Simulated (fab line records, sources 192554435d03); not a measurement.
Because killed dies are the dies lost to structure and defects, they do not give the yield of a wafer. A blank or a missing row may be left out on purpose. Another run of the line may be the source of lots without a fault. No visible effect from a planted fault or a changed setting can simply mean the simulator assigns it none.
Chamber matching + flow n5Finfet + N5_STI_FIN_REVEAL_ETCH_34 on rieSi-02: 4 sister chambers
The step etches Si in H2, material Si, target depth 0.97 nm. 20 wafers are shown with their chamber, then 10 later ones without.

WAFERS PAIRED WITH THEIR CHAMBERS
| wafer  | chamber | throttleValvePct (%) | drypumpMotorCurrentA (A) | oesProductAu (a.u.) |
|--------|---------|----------------------|--------------------------|---------------------|
| L076.3 | 0       | 26.0                 | 6.2                      | 0.993               |
| L076.4 | 3       | 25.3                 | 6.3                      | 0.981               |
| L076.5 | 2       | 26.4                 | 4.9                      | 1.026               |
| L078.2 | 3       | 25.3                 | 6.3                      | 0.989               |
| L078.4 | 3       | 25.3                 | 6.3                      | 0.988               |
| L078.5 | 0       | 26.0                 | 6.2                      | 0.969               |
| L079.1 | 0       | 26.0                 | 6.1                      | 0.978               |
| L079.2 | 2       | 26.4                 | 4.9                      | 1.026               |
| L079.3 | 1       | 24.9                 | 5.8                      | 1.002               |
| L083.1 | 1       | 24.9                 | 5.8                      | 1.009               |
| L083.3 | 3       | 25.3                 | 6.3                      | 0.989               |
| L083.4 | 0       | 26.0                 | 6.1                      | 0.970               |
| L086.3 | 0       | 26.0                 | 6.1                      | 0.982               |
| L086.4 | 1       | 24.9                 | 5.8                      | 0.994               |
| L086.6 | 1       | 24.9                 | 5.8                      | 1.006               |
| L088.3 | 1       | 24.9                 | 5.8                      | 1.009               |
| L088.4 | 2       | 26.5                 | 4.9                      | 1.022               |
| L088.5 | 1       | 24.9                 | 5.8                      | 1.001               |
| L091.1 | 1       | 24.9                 | 5.8                      | 1.004               |
| L091.5 | 1       | 24.9                 | 5.8                      | 0.995               |

SIGNATURES (averages over the wafers above)
| reading              | chamber 0 | chamber 1 | chamber 2 | chamber 3 | scatter within a chamber |
|----------------------|-----------|-----------|-----------|-----------|--------------------------|
| throttleValvePct     | 26.000    | 24.900    | 26.433    | 25.300    | 0.0204                   |
| drypumpMotorCurrentA | 6.140     | 5.800     | 4.900     | 6.300     | 0.0274                   |
| oesProductAu         | 0.97840   | 1.00250   | 1.02467   | 0.98675   | 0.00647                  |
Rule: for a wafer and a chamber, the distance is found by dividing, reading by reading, the gap between the wafer's reading and the chamber's mean by the reading's scatter, squaring, summing and taking the root. The wafer belongs to the nearest chamber; if the next one is less than 2 further off, it can't be placed. The scatter: take each reading less its chamber's mean, square it, sum over the shown wafers, divide by the number of wafers less the number of chambers, and take the root.

WAFERS MISSING THEIR CHAMBER
| wafer  | throttleValvePct (%) | drypumpMotorCurrentA (A) | oesProductAu (a.u.) |
|--------|----------------------|--------------------------|---------------------|
| L091.6 | 26.5                 | 4.9                      | 1.009               |
| L094.2 | 25.3                 | 6.4                      | 0.976               |
| L094.3 | 26.0                 | 6.2                      | 0.980               |
| L094.5 | 26.0                 | 6.2                      | 0.978               |
| L095.1 | 25.3                 | 6.3                      | 0.975               |
| L095.4 | 26.4                 | 4.9                      | 1.009               |
| L095.6 | 26.0                 | 6.1                      | 0.982               |
| L096.1 | 24.9                 | 5.8                      | 1.013               |
| L096.4 | 26.4                 | 4.9                      | 1.009               |
| L096.6 | 25.3                 | 6.3                      | 0.977               |

EACH ONE'S CHAMBER
| wafer  | from the rows above | in truth |
|--------|---------------------|----------|
| L091.6 | 2                   | 2        |
| L094.2 | 3                   | 3        |
| L094.3 | 0                   | 0        |
| L094.5 | 0                   | 0        |
| L095.1 | 3                   | 3        |
| L095.4 | 2                   | 2        |
| L095.6 | 0                   | 0        |
| L096.1 | 1                   | 1        |
| L096.4 | 2                   | 2        |
| L096.6 | 3                   | 3        |
10 of 10 placed correctly. Left unplaced by these rows: 0. Wrongly placed: 0.
